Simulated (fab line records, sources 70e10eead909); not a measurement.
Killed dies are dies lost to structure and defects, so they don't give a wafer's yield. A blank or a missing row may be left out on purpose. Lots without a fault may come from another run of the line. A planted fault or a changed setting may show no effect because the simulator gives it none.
Which tool did it? | flow nand_harc | 11 lots, 33 wafers sampled, at 6 steps of a route of 1302

WHAT THE GAUGES READ, wafer by wafer
NHARC_P_BONDPAD_CD_MEAS_09: target cd 500 nm. Usual: cd_nm 500.2 nm, standard deviation 1.6.
lot  | measured     | on        | cd_nm (nm)        | flag
L182 | day 7 10:35  | cd_sem-02 | 500.9 501.6 501.2 |
L187 | day 9 12:44  | cd_sem-03 | 509.3 509.7 508.5 | OFF
L188 | day 10 00:31 | cd_sem-01 | 500.7 500.2 501.5 |
L189 | day 10 04:15 | cd_sem-03 | 506.7 508.9 508.5 | OFF
L192 | day 11 19:11 | cd_sem-03 | 507.4 506.6 505.6 | OFF
L193 | day 11 20:20 | cd_sem-03 | 506.9 507.5 506.2 | OFF
L194 | day 13 02:17 | cd_sem-03 | 500.0 499.9 501.1 |
L196 | day 13 20:59 | cd_sem-01 | 500.3 498.2 497.5 |
L200 | day 14 23:46 | cd_sem-03 | 497.1 498.2 497.8 |
L199 | day 15 06:04 | cd_sem-03 | 502.0 502.6 502.8 |
L202 | day 15 15:26 | cd_sem-03 | 498.2 499.8 499.7 |

NHARC_P_BONDPAD_OVL_MEAS_38. Usual: overlay_x_nm 0 nm, standard deviation 5.2; overlay_y_nm 1 nm, standard deviation 6.8.
lot  | measured     | on         | overlay_x_nm (nm) | overlay_y_nm (nm) | flag
L182 | day 7 10:41  | overlay-01 | -2 -3 -2          | -11 -12 -12       |
L187 | day 9 12:50  | overlay-01 | 4 4 4             | -11 -11 -10       |
L188 | day 10 00:35 | overlay-01 | 5 6 6             | -1 -1 -1          |
L189 | day 10 04:20 | overlay-02 | -3 -3 -3          | -5 -6 -6          |
L192 | day 11 19:17 | overlay-02 | 5 5 4             | -6 -7 -6          |
L193 | day 11 20:25 | overlay-02 | 2 2 2             | -4 -4 -4          |
L194 | day 13 02:22 | overlay-01 | -10 -9 -9         | 0 0 0             |
L196 | day 13 21:04 | overlay-02 | -11 -11 -11       | 9 9 9             |
L200 | day 14 23:51 | overlay-01 | 0 0 1             | 1 0 1             |
L199 | day 15 06:10 | overlay-01 | 1 1 1             | 2 1 2             |
L202 | day 15 15:31 | overlay-01 | 3 3 3             | 10 10 10          |

NHARC_END_SORT_01. Usual: defect_limited_yield 91.5 %, standard deviation 2.4; killed_at_array 52, standard deviation 16; killed_at_other 0.8, standard deviation 1.1; killed_at_periphery 4.2, standard deviation 2.5; killed_dies 57, standard deviation 16; killed_open 3.4, standard deviation 2; killed_short 2.6, standard deviation 1.6; sort_bin_2_pct 3.0 %, standard deviation 1.1; sort_bin_3_pct 0.6 %, standard deviation 0.31; sort_bin_4_pct 4.8 %, standard deviation 1.4; sort_n_pass 620, standard deviation 16; sort_rim_yield_pct 90 %, standard deviation 4.8; sort_yield_pct 91.5 %, standard deviation 2.4.
lot  | measured     | on        | defect_limited_yield (%) | killed_at_array | killed_at_other | killed_at_periphery | killed_dies | killed_open | killed_short | sort_bin_2_pct (%) | sort_bin_3_pct (%) | sort_bin_4_pct (%) | sort_n_pass | sort_rim_yield_pct (%) | sort_yield_pct (%) | flag
L187 | day 27 10:14 | prober-01 | 88.9 87.7                | 72 76           | 2 1             | 1 6                 | 75 83       | 2 3         | 2 3          | 3.4 4.1            | 0.6 1.0            | 7.1 7.1            | 602 594     | 94 84                  | 88.9 87.7          |
L189 | day 28 12:40 | prober-01 | 94.4 95.0 94.8           | 33 27 32        | 1 0 1           | 4 7 2               | 38 34 35    | 3 4 3       | 1 2 3        | 1.5 0.6 1.2        | 0.1 0.3 0.1        | 4.0 4.1 3.8        | 639 643 642 | 93 95 88               | 94.4 95.0 94.8     |
L192 | day 29 19:37 | prober-02 | 89.2 88.2 89.1           | 71 77 72        | 1 0 0           | 1 3 2               | 73 80 74    | 4 4 1       | 2 4 3        | 3.4 3.8 5.2        | 0.9 0.6 1.0        | 6.5 7.4 4.7        | 604 597 603 | 93 80 87               | 89.2 88.2 89.1     |
L193 | day 29 19:32 | prober-01 | 92.3 92.8 92.5           | 48 43 48        | 1 0 0           | 3 6 3               | 52 49 51    | 5 3 1       | 5 1 1        | 3.5 2.2 2.1        | 0.4 0.3 0.9        | 3.7 4.7 4.6        | 625 628 626 | 92 82 90               | 92.3 92.8 92.5     |

WHICH TOOL RAN EACH LOT (tool, then ch and the chambers of the sampled wafers, then the start)
lot  | NHARC_P_M2_PVD_21                       | NHARC_P_BONDPAD_EXPOSE_06         | NHARC_P_BONDPAD_ETCH_12
L182 | pvd_sputter-01, day 7 10:26 or earlier  | krf_scanner-04 ch 0, day 7 10:26  | rie_diel-02 ch 1,2,3, no start
L187 | pvd_sputter-03, day 9 12:35 or earlier  | krf_scanner-03 ch 0, day 9 12:35  | rie_diel-05 ch 0,2, day 27 10:14 or earlier
L188 | pvd_sputter-02, day 10 00:21 or earlier | krf_scanner-04 ch 0, day 10 00:21 | rie_diel-05 ch 0,1,3, day 10 00:55
L189 | pvd_sputter-02, day 10 04:05 or earlier | krf_scanner-03 ch 0, day 10 04:05 | rie_diel-01 ch 0,1, day 28 12:40 or earlier
L192 | pvd_sputter-03, day 11 19:02 or earlier | krf_scanner-03 ch 0, day 11 19:02 | rie_diel-02 ch 0,1,2, day 29 19:37 or earlier
L193 | pvd_sputter-03, day 11 20:11 or earlier | krf_scanner-03 ch 0, day 11 20:11 | rie_diel-01 ch 1,2,3, day 29 19:32 or earlier
L194 | pvd_sputter-03, day 13 02:08 or earlier | krf_scanner-04 ch 0, day 13 02:08 | rie_diel-02 ch 0,1,2, no start
L196 | pvd_sputter-01, day 13 20:51 or earlier | krf_scanner-04 ch 0, day 13 20:51 | rie_diel-02 ch 0,1, no start
L200 | pvd_sputter-01, day 14 23:37 or earlier | krf_scanner-02 ch 0, day 14 23:37 | rie_diel-01 ch 0,1,3, no start
L199 | pvd_sputter-02, day 15 05:55 or earlier | krf_scanner-04 ch 0, day 15 05:55 | rie_diel-01 ch 1,2,3, no start
L202 | pvd_sputter-02, day 15 15:17 or earlier | krf_scanner-02 ch 0, day 15 15:17 | rie_diel-01 ch 1,2,3, no start
- NHARC_P_M2_PVD_21: deposits Cu, target thk 30 nm, time 20.49 s.
- NHARC_P_BONDPAD_EXPOSE_06: exposes mask P BPAD.
- NHARC_P_BONDPAD_ETCH_12: etches the open film in CHF3/O2, target depth 200 nm, time 100 s.

WHAT THE TOOLS THEMSELVES READ (means of the sampled wafers that have a number; where no wafer has one, the mark that the record gives instead)
NHARC_P_M2_PVD_21. Usual: throttle_valve_pct 30.2 %, standard deviation 0.77.
lot  | tool           | throttle_valve_pct (%) | flag
L182 | pvd_sputter-01 | 30.4                   |
L187 | pvd_sputter-03 | 30.5                   |
L188 | pvd_sputter-02 | 29.4                   |
L189 | pvd_sputter-02 | 30.0                   |
L192 | pvd_sputter-03 | 30.8                   |
L193 | pvd_sputter-03 | 30.7                   |
L194 | pvd_sputter-03 | 30.8                   |
L196 | pvd_sputter-01 | 30.5                   |
L200 | pvd_sputter-01 | 30.5                   |
L199 | pvd_sputter-02 | 30.0                   |
L202 | pvd_sputter-02 | 30.0                   |

NHARC_P_BONDPAD_EXPOSE_06. Usual: exposure_dose_mJ_cm2 37.03, standard deviation 0.035.
lot  | tool           | exposure_dose_mJ_cm2 | flag
L182 | krf_scanner-04 | 37.04                |
L187 | krf_scanner-03 | 50.96                | OFF
L188 | krf_scanner-04 | 37.02                |
L189 | krf_scanner-03 | 48.19                | OFF
L192 | krf_scanner-03 | 47.23                | OFF
L193 | krf_scanner-03 | 47.29                | OFF
L194 | krf_scanner-04 | 37.05                |
L196 | krf_scanner-04 | 37.01                |
L200 | krf_scanner-02 | 36.99                |
L199 | krf_scanner-04 | 37.01                |
L202 | krf_scanner-02 | 36.98                |

NHARC_P_BONDPAD_ETCH_12. Usual: drypump_motor_current_A 5.9 A, standard deviation 0.49; oes_product_au 0.943 a.u., standard deviation 0.02; rf_vpp_V 371.2 V, standard deviation 1.9; showerhead_plenum_p_Torr 2.44 Torr, standard deviation 0.083; throttle_valve_pct 20.573 %, standard deviation 0.0091.
lot  | tool        | drypump_motor_current_A (A) | oes_product_au (a.u.) | rf_vpp_V (V) | showerhead_plenum_p_Torr (Torr) | throttle_valve_pct (%) | flag
L182 | rie_diel-02 | 5.8                         | 0.927                 | 371.1        | 2.41                            | 20.573                 |
L187 | rie_diel-05 | 5.9                         | 0.929                 | 372.7        | 2.50                            | 20.572                 |
L188 | rie_diel-05 | 6.0                         | 0.925                 | 372.7        | 2.50                            | 20.571                 |
L189 | rie_diel-01 | 5.5                         | 0.970                 | 370.2        | 2.36                            | 20.570                 |
L192 | rie_diel-02 | 5.9                         | 0.919                 | 369.9        | 2.37                            | 20.581                 |
L193 | rie_diel-01 | 6.2                         | 0.926                 | 370.7        | 2.42                            | 20.575                 |
L194 | rie_diel-02 | 5.9                         | 0.925                 | 370.7        | 2.37                            | 20.576                 |
L196 | rie_diel-02 | 6.2                         | 0.928                 | 369.9        | 2.39                            | 20.570                 |
L200 | rie_diel-01 | 6.0                         | 0.922                 | 371.1        | 2.41                            | 20.567                 |
L199 | rie_diel-01 | 6.1                         | 0.925                 | 372.0        | 2.42                            | 20.578                 |
L202 | rie_diel-01 | 6.2                         | 0.957                 | 371.7        | 2.42                            | 20.569                 |

THE ANSWER, worked out from the rows above alone
Rule: a lot is off if the mean of its wafers that have a number lies more than 3 standard deviations from the usual mean. A lot without any number at a reading at which 4 lots or more have one is off too. The other lots that the step has rows for count as sound. The gauges are gone through in route order, then the tools' own readings, and for those a lot's mean is taken as printed above. The first step at which some lot is off is used, and at that step the reading that is off furthest; a lot without a number counts as furthest.
Off: L187, L189, L192, L193, at NHARC_P_BONDPAD_CD_MEAS_09 (cd_nm).
A tool fits if, at a process step before that reading, it ran every lot that is off, and no sound lot after the first of them. The gauges at NHARC_P_BONDPAD_CD_MEAS_09 aren't tried: what is off there is off at NHARC_P_BONDPAD_EXPOSE_06 too, on other tools, and a gauge's error can't cause that. NHARC_P_M2_PVD_21 gives no start for some lots, so the hours and the order of its lots are those of NHARC_P_BONDPAD_EXPOSE_06. One fits: krf_scanner-03 at NHARC_P_BONDPAD_EXPOSE_06. It ran no sound lot before its first lot that is off in this sample, so the start can't be narrowed down.
The tool's own readings at NHARC_P_BONDPAD_EXPOSE_06 bear it out: on the lots that are off they differ by more than 5 times the standard deviation of the sound lots' means. exposure_dose_mJ_cm2 reads 48.42 there against 37.01 on the sound lots.

WHAT THE SIMULATOR HAD PUT IN
Process parameter drift: krf_scanner-03, from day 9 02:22 on, at NHARC_P_BONDPAD_EXPOSE_06. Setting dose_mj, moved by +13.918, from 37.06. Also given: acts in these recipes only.
Lots struck among those shown: L187, L189, L192, L193. The rule above found the same.
